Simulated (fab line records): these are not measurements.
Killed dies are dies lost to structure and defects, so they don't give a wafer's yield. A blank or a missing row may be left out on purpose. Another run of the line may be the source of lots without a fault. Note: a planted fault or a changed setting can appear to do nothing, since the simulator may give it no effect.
Comparing a struck lot with a sound one    flow n5Finfet    38 steps out of a route of 1938
Sound: these wafers, L866.1, L866.2, L866.6. Wafers L873.1, L873.2, L873.4 were the ones struck. The cause comes at the end.
At each step with rows: each side's tool, then ch and its chambers, then its first start. Under that, the readings that differ: sound wafers    struck wafers    difference of the means    sigmas: that difference in standard deviations of wafers without a fault.
alike: words and numbers the same on both sides, and readings whose means are apart by under 2 such deviations; not compared: readings that were withheld, readings missing a value for some wafer, numbers with overlapping values and no deviation given by the record, and bounds like >300 which may hide the same value.
A row with sigmas, a row that says differs or no value, or rows on one side alone: a step with any of these is where the two part. Numbers that don't overlap but have no deviation are shown without sigmas and don't part them. A reading missing from all wafers of one side parts the sides only when that side holds two or more wafers.

first, 12 steps without rows for these wafers: N5_FIN_SAQP_DESCUM_21 (chemistry O2, time 7.9 s); N5_FIN_SAQP_ETCH_51 (etches SiARC in CF4, target depth 45.5 nm, time 75.8 s); N5_FIN_SAQP_ETCH_52 (etches SOC in N2/H2, target depth 100 nm, overetch 20 nm, time 150 s); N5_FIN_SAQP_STRIP_53 (strips in N2/H2); N5_FIN_SAQP_HM_OPEN_73 (chemistry CHF3/O2, target SiO2, stops on a-Si, target depth 12 nm, time 16.8 s); N5_FIN_SAQP_STRIP_74 (strips in CHF3/O2); N5_FIN_SAQP_MANDREL_ETCH_22 (etches a-Si in HBr/Cl2, stops on SiNx, target depth 60 nm, bt time 10 s, time 30 s); N5_FIN_SAQP_STRIP_55 (strips in N2/H2); N5_FIN_SAQP_STRIP_23 (strips in SPM, time 750 s); N5_FIN_SAQP_SRD_66 (time 30 s); N5_FIN_SAQP_RECESS_75 (chemistry HF/NH3, target SiO2, target depth 14.4 nm, afs cycles 3, sublimation time 60 s); N5_FIN_SAQP_SPACER1_ALD_24 (deposits SiO2, target thk 20.3 nm, pulse time 1 s, purge time 2 s).
N5_FIN_SAQP_SPACER1_ETCHBACK_25: etches SiO2 in CHF3/O2, target depth 24.4 nm, time 12.2 s.
  sound on rieDiel-01 ch 0,2, day 3 13:01; struck on rieDiel-01 ch 0,3, day 5 06:20
reading              sound           struck          difference  sigmas
oesProductAu (a.u.)  0.78 0.75 0.76  0.62 0.66 0.62  -0.13       -2
  alike: drypumpMotorCurrentA, rfVppV, showerheadPlenumPTorr, throttleValvePct
  not compared: rfHoursCounterH
N5_FIN_SAQP_MANDREL1_REMOVE_56: chemistry HBr/Cl2/O2, target a-Si, stops on SiNx, bt time 10 s.
  sound on rieSi-03 ch 0,1, day 3 13:07; struck on rieSi-03 ch 0,1,2, day 5 06:25
reading              sound              struck             difference  sigmas
oesProductAu (a.u.)  1.008 1.035 1.029  0.930 0.945 0.883  -0.105      -6
  alike: drypumpMotorCurrentA, heBacksideLeakSccm, throttleValvePct
  not compared: rfHoursCounterH
then, 2 steps without rows for these wafers: N5_FIN_SAQP_ETCH_57 (etches SiNx in CH3F/O2, target depth 32.5 nm, time 46.4 s); N5_FIN_SAQP_ETCH_65 (etches SiO2 in CF4, target depth 4 nm, time 4.4 s).
N5_FIN_SAQP_MANDREL_ETCH_58: etches a-Si in HBr/Cl2, stops on SiNx, target depth 45 nm, bt time 10 s, time 27 s.
  sound on rieSi-06 ch 0,1,2, day 3 13:25; struck on rieSi-04 ch 1,2,3, day 5 06:52
reading              sound              struck             difference  sigmas
oesProductAu (a.u.)  0.695 0.689 0.683  0.607 0.654 0.640  -0.055      -4
  alike: drypumpMotorCurrentA, heBacksideLeakSccm, throttleValvePct
  not compared: rfHoursCounterH
then, 19 steps without rows for these wafers: N5_FIN_SAQP_RECESS_63 (chemistry HF/NH3, target SiO2, target depth 18 nm, afs cycles 3, sublimation time 60 s); N5_FIN_SAQP_COAT_68 (time 60 s, resist thk 100 nm); N5_FIN_SAQP_ETCH_69 (etches SOC in N2/H2, stops on SiNx, target depth 150 nm); N5_FIN_SAQP_ETCH_67 (etches SiNx in CH3F/O2, target depth 30 nm); N5_FIN_SAQP_STRIP_70 (strips in N2/H2); N5_FIN_SAQP_RECESS_71 (chemistry HF/NH3, target SiO2, target depth 3 nm, afs cycles 1, sublimation time 60 s); N5_FIN_SAQP_SPACER2_ALD_28 (deposits SiO2, target thk 8.1 nm, pulse time 1 s, purge time 2 s); N5_FIN_SAQP_SPACER2_ETCHBACK_29 (etches SiO2 in CHF3/O2, target depth 12.2 nm, time 6.1 s); N5_FIN_SAQP_MANDREL2_REMOVE_60 (chemistry HBr/Cl2/O2, target a-Si, stops on SiNx, bt time 10 s); N5_FIN_SAQP_HM_OPEN_33 (chemistry CH3F/O2, target SiNx, target depth 49.4 nm, time 70.6 s); N5_FIN_SAQP_ETCH_34 (etches SiO2 in C4F6/O2, target depth 45 nm, time 15 s); N5_FIN_SAQP_STRIP_77 (strips in N2/H2, time 90 s); N5_FIN_SAQP_ETCH_64 (etches SiO2 in CF4, target depth 1.5 nm); N5_FIN_SAQP_FIN_ETCH_36 (etches the open film in HBr/Cl2/O2, target depth 120 nm, time 50.4 s); N5_FIN_SAQP_PRECLEAN_38 (cleans in O3/DIW, time 45 s); N5_FIN_SAQP_PRECLEAN_45 (cleans in dHF, time 10 s); N5_FIN_SAQP_SRD_39 (time 30 s); N5_FIN_CUT_COAT_18 (time 60 s, resist thk 230 nm); N5_FIN_CUT_COAT_19 (time 60 s, resist thk 20 nm).
-- the record jumps here: 7 days lie between the struck wafers' starts before and after (it left off in module FIN_CUT and takes up again in module BEOL_M4, whose first step shown is number 1111 of the route) --
N5_BEOL_M4_RC_MEAS_101:
  sound on prober-02 ch 0, day 9 23:26; struck on prober-01 ch 0, day 11 19:16
reading        sound           struck     difference  sigmas
SS_N (mV/dec)  71.2 70.6 70.9  71.8 72.8  +1.4        +3
  alike: DIBL_N, DIBL_P, IOFF_N, IOFF_P, ION_N, ION_P, SS_P, VT_N, VT_P
-- a jump in the record: the struck wafers' starts before and after are 4 days apart (it breaks off in module BEOL_M4 and resumes in module PASSIVATION, where the first step shown is number 1936 of the route) --
N5_PASSIVATION_PROBE_49:
  sound: prober-01 at day 14 11:07; struck: prober-02 at day 16 04:55
reading                  sound           struck     difference  sigmas
defectLimitedYield (%)   89.5 93.7 90.6  82.5 75.6  -12.2       -9
killedAtFrontEnd         36 25 27        141 220    +151        +14
killedDies               124 74 111      207 288    +144        +9
killedOnRim              21 7 14         60 36      +34         +9
sort_bin_5_function (%)  6.3 3.6 5.8     14.4 20.7  +12.3       +14
sortNPass                1056 1106 1069  973 892    -144        -9
sortYieldPct (%)         89.5 93.7 90.6  82.5 75.6  -12.2       -9
  alike: killed_at_M0_to_M3, killed_at_M4_up, killedAtContacts, killedAtOther, killedOpen, killedShort, sort_bin_6_memory

== WHERE THEY PART ==
Earliest at N5_FIN_SAQP_SPACER1_ETCHBACK_25; latest, in this record, at N5_PASSIVATION_PROBE_49.

WHY: whatever the simulator had introduced
Process parameters drifting: rieDiel-01 at N5_FIN_SAQP_SPACER1_ETCHBACK_25, beginning at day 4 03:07. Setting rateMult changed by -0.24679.
